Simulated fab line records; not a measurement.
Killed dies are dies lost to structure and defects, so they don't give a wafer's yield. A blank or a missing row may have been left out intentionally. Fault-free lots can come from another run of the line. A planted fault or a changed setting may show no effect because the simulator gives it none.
Split-lot trial / flow n5 finfet / 21 wafers read from 7 lots, route of 1938 steps

ON THE SPLIT
At N5_BEOL_M4_DESCUM_16 (chemistry O2, time 7 s), the setting time s was moved away from the recipe's 7 s on 9 of the 21 wafers read, by -15.9% to +21.2%. For the rest of the wafers, this setting stayed at what the recipe calls for.

Reading taken at the split's own step.

THE READING
CAR-EUV_of_BEOL_M4_COAT_05.thk nm (the simulator's own value, which no gauge read), in nm, at N5_BEOL_M4_DESCUM_16 (chemistry O2, time 7 s). No usual value for it is given in the file. Across the 12 wafers here that went through the recipe, the average is 26.0 nm and the standard deviation 0.075 nm.

wafer=L074.3; tool, chamber at the split=rie diel-03, 3,2,3; time s as run, s=7; against the recipe=recipe; CAR-EUV_of_BEOL_M4_COAT_05.thk nm, nm=26; against lot-mates on the recipe=-
wafer=L074.4; tool, chamber at the split=rie diel-03, 3,2,3; time s as run, s=7; against the recipe=recipe; CAR-EUV_of_BEOL_M4_COAT_05.thk nm, nm=26; against lot-mates on the recipe=-
wafer=L074.5; tool, chamber at the split=rie diel-03, 3,2,3; time s as run, s=7; against the recipe=recipe; CAR-EUV_of_BEOL_M4_COAT_05.thk nm, nm=26; against lot-mates on the recipe=-
wafer=L075.1; tool, chamber at the split=rie diel-04, 2; time s as run, s=7; against the recipe=recipe; CAR-EUV_of_BEOL_M4_COAT_05.thk nm, nm=26.2; against lot-mates on the recipe=-
wafer=L075.2; tool, chamber at the split=rie diel-04, 0; time s as run, s=7; against the recipe=recipe; CAR-EUV_of_BEOL_M4_COAT_05.thk nm, nm=26; against lot-mates on the recipe=-
wafer=L075.3; tool, chamber at the split=rie diel-04, 3; time s as run, s=8.483; against the recipe=+21.2%; CAR-EUV_of_BEOL_M4_COAT_05.thk nm, nm=25.4; against lot-mates on the recipe=-0.7
wafer=L082.2; tool, chamber at the split=rie diel-04, 0; time s as run, s=8.183; against the recipe=+16.9%; CAR-EUV_of_BEOL_M4_COAT_05.thk nm, nm=25.4; against lot-mates on the recipe=-0.6
wafer=L082.4; tool, chamber at the split=rie diel-04, 2; time s as run, s=7; against the recipe=recipe; CAR-EUV_of_BEOL_M4_COAT_05.thk nm, nm=26; against lot-mates on the recipe=-
wafer=L082.6; tool, chamber at the split=rie diel-04, 3; time s as run, s=8.183; against the recipe=+16.9%; CAR-EUV_of_BEOL_M4_COAT_05.thk nm, nm=25.6; against lot-mates on the recipe=-0.4
wafer=L089.1; tool, chamber at the split=rie diel-01, 3; time s as run, s=5.988; against the recipe=-14.5%; CAR-EUV_of_BEOL_M4_COAT_05.thk nm, nm=26.4; against lot-mates on the recipe=+0.2
wafer=L089.3; tool, chamber at the split=rie diel-01, 2; time s as run, s=7; against the recipe=recipe; CAR-EUV_of_BEOL_M4_COAT_05.thk nm, nm=26.2; against lot-mates on the recipe=-
wafer=L089.4; tool, chamber at the split=rie diel-01, 0; time s as run, s=5.988; against the recipe=-14.5%; CAR-EUV_of_BEOL_M4_COAT_05.thk nm, nm=26.6; against lot-mates on the recipe=+0.4
wafer=L094.2; tool, chamber at the split=rie diel-01, 0; time s as run, s=5.887; against the recipe=-15.9%; CAR-EUV_of_BEOL_M4_COAT_05.thk nm, nm=26.4; against lot-mates on the recipe=no lot-mate on the recipe
wafer=L094.3; tool, chamber at the split=rie diel-01, 1,2; time s as run, s=5.887; against the recipe=-15.9%; CAR-EUV_of_BEOL_M4_COAT_05.thk nm, nm=26.6; against lot-mates on the recipe=no lot-mate on the recipe
wafer=L094.4; tool, chamber at the split=rie diel-01, 1,2; time s as run, s=5.887; against the recipe=-15.9%; CAR-EUV_of_BEOL_M4_COAT_05.thk nm, nm=26.6; against lot-mates on the recipe=no lot-mate on the recipe
wafer=L093.3; tool, chamber at the split=rie diel-03, 2,0,2; time s as run, s=7; against the recipe=recipe; CAR-EUV_of_BEOL_M4_COAT_05.thk nm, nm=26; against lot-mates on the recipe=-
wafer=L093.4; tool, chamber at the split=rie diel-03, 2,0,2; time s as run, s=7; against the recipe=recipe; CAR-EUV_of_BEOL_M4_COAT_05.thk nm, nm=26; against lot-mates on the recipe=-
wafer=L093.6; tool, chamber at the split=rie diel-03, 2,0,2; time s as run, s=7; against the recipe=recipe; CAR-EUV_of_BEOL_M4_COAT_05.thk nm, nm=26; against lot-mates on the recipe=-
wafer=L096.2; tool, chamber at the split=rie diel-01, 0,3; time s as run, s=7; against the recipe=recipe; CAR-EUV_of_BEOL_M4_COAT_05.thk nm, nm=26; against lot-mates on the recipe=-
wafer=L096.5; tool, chamber at the split=rie diel-01, 0,3; time s as run, s=7; against the recipe=recipe; CAR-EUV_of_BEOL_M4_COAT_05.thk nm, nm=26; against lot-mates on the recipe=-
wafer=L096.4; tool, chamber at the split=rie diel-01, 1; time s as run, s=6.008; against the recipe=-14.2%; CAR-EUV_of_BEOL_M4_COAT_05.thk nm, nm=26.6; against lot-mates on the recipe=+0.6
Rows listing several chambers each stand for several wafers; the file does not say which wafer went through which chamber.

FIT RESULTS
A straight line over all 21 wafers: CAR-EUV_of_BEOL_M4_COAT_05.thk nm changes by -0.0319 nm for each +1% of time s; r = -0.97; the points scatter about the line by 0.088 nm.
The same after taking each lot's own level away (the mean of its wafers on the recipe; 18 wafers): -0.0298 nm for each +1%; r = -0.96; scatter 0.09 nm.
Per that fit: largest time s move, reading shift of 0.63 nm.
The lots' own levels span 26.00 to 26.20 nm, that is 2.7 times the standard deviation above.
The two slopes are in agreement: the lot-to-lot level therefore moves the slope only a little.
Check: -0.611 nm against its lot-mates is what the line predicts for one of the wafers moved furthest among these (+21.2%) when that wafer is left out of the fit. It came out at -0.7 nm against them.

OTHER SPLITS ON THESE WAFERS
Note: prior to the reading, these wafers also went through further splits. Each is held against what the fit with the lots' levels taken away leaves over:
other split on the same wafers=N5_BEOL_M1_EXPOSE_25 dose mj; wafers away from the commonest value=6; r with CAR-EUV_of_BEOL_M4_COAT_05.thk nm (lot level and that fit taken away)=+0.32
other split on the same wafers=N5_BEOL_M2_ETCH_69 bias w; wafers away from the commonest value=6; r with CAR-EUV_of_BEOL_M4_COAT_05.thk nm (lot level and that fit taken away)=-0.14
other split on the same wafers=N5_BEOL_M2_TRENCH_ETCH_37 bias w; wafers away from the commonest value=4; r with CAR-EUV_of_BEOL_M4_COAT_05.thk nm (lot level and that fit taken away)=+0.15
other split on the same wafers=N5_BEOL_M3_EXPOSE_08 dose mj; wafers away from the commonest value=6; r with CAR-EUV_of_BEOL_M4_COAT_05.thk nm (lot level and that fit taken away)=+0.07
other split on the same wafers=N5_BEOL_M3_ETCH_64 time s; wafers away from the commonest value=5; r with CAR-EUV_of_BEOL_M4_COAT_05.thk nm (lot level and that fit taken away)=-0.11
other split on the same wafers=N5_BEOL_M3_SPUTTER_86 time s; wafers away from the commonest value=6; r with CAR-EUV_of_BEOL_M4_COAT_05.thk nm (lot level and that fit taken away)=+0.06
other split on the same wafers=N5_BEOL_M4_COAT_73 spin rpm; wafers away from the commonest value=6; r with CAR-EUV_of_BEOL_M4_COAT_05.thk nm (lot level and that fit taken away)=-0.09

THE FILE'S OWN FIT
CAR-EUV_of_BEOL_M4_COAT_05.thk nm changes by -0.0316 nm for each +1% of time s, r = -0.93.
